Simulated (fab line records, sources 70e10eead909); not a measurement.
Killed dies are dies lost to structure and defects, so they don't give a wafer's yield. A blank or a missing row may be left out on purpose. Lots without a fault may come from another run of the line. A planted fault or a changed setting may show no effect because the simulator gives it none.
Chamber matching | flow nand_harc | NHARC_A_STAIRCASE_ETCH_253 on rie_diel-07: 4 sister chambers
The step etches the open film in C4F8/O2, target depth 50 nm, time 20.2 s. 4 wafers are shown with their chamber, then 8 later ones without.

WAFERS WITH THEIR CHAMBER
wafer  | chamber | rf_vpp_V (V)
L087.3 | 3       | 901
L087.5 | 1       | 895
L087.6 | 2       | 889
L091.1 | 0       | 893

WAFERS WITHOUT THEIR CHAMBER
wafer  | rf_vpp_V (V)
L091.2 | 894
L091.4 | 899
L090.3 | 895
L090.4 | 895
L090.6 | 899
L096.2 | 886
L096.5 | 888
L096.6 | 901

WHICH CHAMBER EACH WENT THROUGH
wafer  | from the rows above     | in truth
L091.2 | can't be placed: 0 or 1 | 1
L091.4 | can't be placed: 3 or 1 | 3
L090.3 | can't be placed: 1 or 0 | 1
L090.4 | can't be placed: 1 or 0 | 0
L090.6 | can't be placed: 3 or 1 | 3
L096.2 | 2                       | 2
L096.5 | 2                       | 2
L096.6 | 3                       | 3
Placed correctly: 3 of 8. Can't be placed from these rows: 5 (the true chamber is among the candidates in 5). Placed wrongly: 0.
How it was worked out, from the rows above alone: a wafer's distance from a chamber is the root of the sum, over the readings, of the square of ((its reading less the chamber's mean) divided by the reading's scatter). The wafer belongs to the nearest chamber; if the next one is less than 2 further off, it can't be placed. A chamber's mean is the mean of its shown wafers. The scatter: with one shown wafer a chamber, the root of the mean of the squares of how far each hidden wafer lies from its nearest shown one.
